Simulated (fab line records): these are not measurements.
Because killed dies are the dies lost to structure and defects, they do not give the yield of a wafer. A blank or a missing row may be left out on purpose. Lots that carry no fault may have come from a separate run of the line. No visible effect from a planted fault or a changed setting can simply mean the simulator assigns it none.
Chamber matching :: flow nand harc :: 4 sister chambers for NHARC_A_STAIRCASE_ETCH_223 on rie diel-08
The step etches the open film in C4F8/O2, target depth 100 nm, time 40.5 s. 4 wafers are shown with their chamber, then 7 later ones without.

WAFERS, EACH WITH ITS CHAMBER
wafer: L837.1
chamber: 2
rf vpp V (V): 889

wafer: L837.3
chamber: 1
rf vpp V (V): 893

wafer: L847.3
chamber: 3
rf vpp V (V): 891

wafer: L847.4
chamber: 0
rf vpp V (V): 898

WAFERS WHOSE CHAMBER IS MISSING
wafer: L847.6
rf vpp V (V): 890

wafer: L849.3
rf vpp V (V): 897

wafer: L849.5
rf vpp V (V): 898

wafer: L849.6
rf vpp V (V): 892

wafer: L851.4
rf vpp V (V): 893

wafer: L851.5
rf vpp V (V): 889

wafer: L851.6
rf vpp V (V): 889

WHICH CHAMBER EACH WENT THROUGH
wafer: L847.6
from the rows above: can't be placed: 2 or 3
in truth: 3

wafer: L849.3
from the rows above: 0
in truth: 0

wafer: L849.5
from the rows above: 0
in truth: 0

wafer: L849.6
from the rows above: can't be placed: 1 or 3
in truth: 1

wafer: L851.4
from the rows above: 1
in truth: 1

wafer: L851.5
from the rows above: 2
in truth: 2

wafer: L851.6
from the rows above: 2
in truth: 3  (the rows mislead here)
Correct placement for 4 of the 7. Cannot be placed on the basis of these rows: 2; the candidates contain the true chamber in 2. Number placed wrongly: 1.
How it was worked out, from the rows above alone: a wafer's distance from a chamber is the root of the sum, over the readings, of the square of ((its reading less the chamber's mean) divided by the reading's scatter). The wafer belongs to the nearest chamber; if the next one is less than 2 further off, it can't be placed. A chamber's mean is the mean of its shown wafers. The scatter: with one shown wafer a chamber, the root of the mean of the squares of how far each hidden wafer lies from its nearest shown one.
